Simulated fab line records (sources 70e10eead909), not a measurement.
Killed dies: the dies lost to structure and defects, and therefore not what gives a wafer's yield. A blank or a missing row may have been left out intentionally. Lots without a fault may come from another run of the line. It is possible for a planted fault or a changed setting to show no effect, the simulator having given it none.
Problem report, 8D (eight disciplines) form, completed by code -- flow nand_harc -- the parts of the form that need people (team, actions taken, sign-off) are left out

## 1. WHAT IS WRONG
Mean of killed_dies at NHARC_END_SORT_01: 150 across 6 wafers in 2 lots; on wafers with no fault it is 62 (standard deviation 18). That puts it +4.9 standard deviations away from the usual mean.
First observed at day 32 12:42: wafer L452.1, on prober-01. Wafers with a number at this step in the record: 6, from 2 lots. Rule for "out" (also "out of limits"): further than 4 standard deviations from the usual mean. The rest of the wafers with a number are treated as sound.

## 2. WHAT THIS IS AND IS NOT
question,is,is not
which readings at this step,"killed_dies, killed_at_array","killed_at_other, killed_at_periphery, killed_open, killed_short"
which lots,"L452, L453",-
which wafers of those lots,all that have a number,-
read on which gauges,"prober-01, prober-02",-
when,from day 32 12:42,up to then (0 sound wafers)

## 3. SUSPECTS, AND WHAT RULES EACH OUT
Counting: a tool stays on the suspect list if, at a process step up to the reading, it processed all lots that are out and no sound lot following the first of them.
- ruled out: the gauge at NHARC_END_SORT_01. The wafers that are out were read on 2 gauges (prober-01, prober-02).
- rie_diel-02 at NHARC_A_STAIRCASE_TRIM_189 (chemistry O2, time 211.2 s): kept. It ran every lot that is out, first L452 (day 24 00:25), and no sound lot after that.
- rtp_anneal-02 at NHARC_THIN_TSV_ANNEAL_52 (time 90 s): kept. It ran every lot that is out, first L452 (day 31 21:59), and no sound lot after that.
Remaining after the count are rie_diel-02 at NHARC_A_STAIRCASE_TRIM_189 and rtp_anneal-02 at NHARC_THIN_TSV_ANNEAL_52.

## 4. THE CAUSE (what the simulator had put in)
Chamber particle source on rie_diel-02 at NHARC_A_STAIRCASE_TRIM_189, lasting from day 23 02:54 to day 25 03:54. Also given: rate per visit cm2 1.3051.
After counting, 2 suspects remain, this tool included.

## 5. SEQUENCE OF EFFECTS, ordered by route
Rows list readings where the struck wafers' mean (over those with a number) sits beyond 3 standard deviations from the usual. Only readings whose record carries a usual standard deviation are examined. hours: median over the lots of the time between each lot's start at the first step of this table that gives one and its start at this step. sigmas: the change, counted in usual standard deviations.
hours,step,reading,usual,on struck wafers,change,sigmas
0,NHARC_END_SORT_01,killed_at_array,57,147,+90,+5.0
0,NHARC_END_SORT_01,killed_dies,62,150,+88,+4.9

## 6. WHAT WOULD HAVE CAUGHT IT SOONER
Counted from the fault's start at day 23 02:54, it took 226 hours until the first out-of-limits reading at a measuring or inspecting step in this record, taken at day 32 12:42.
No tool reading at NHARC_A_STAIRCASE_TRIM_189 that has a usual standard deviation in the record was out on any struck wafer, so an alarm limit of 4 standard deviations on those readings would not have fired.
By day 32 12:42 the whole set of lots that are out, 2 in number, had already begun NHARC_A_STAIRCASE_TRIM_189 on rie_diel-02. A hold on the tool at that time would have spared none of them.
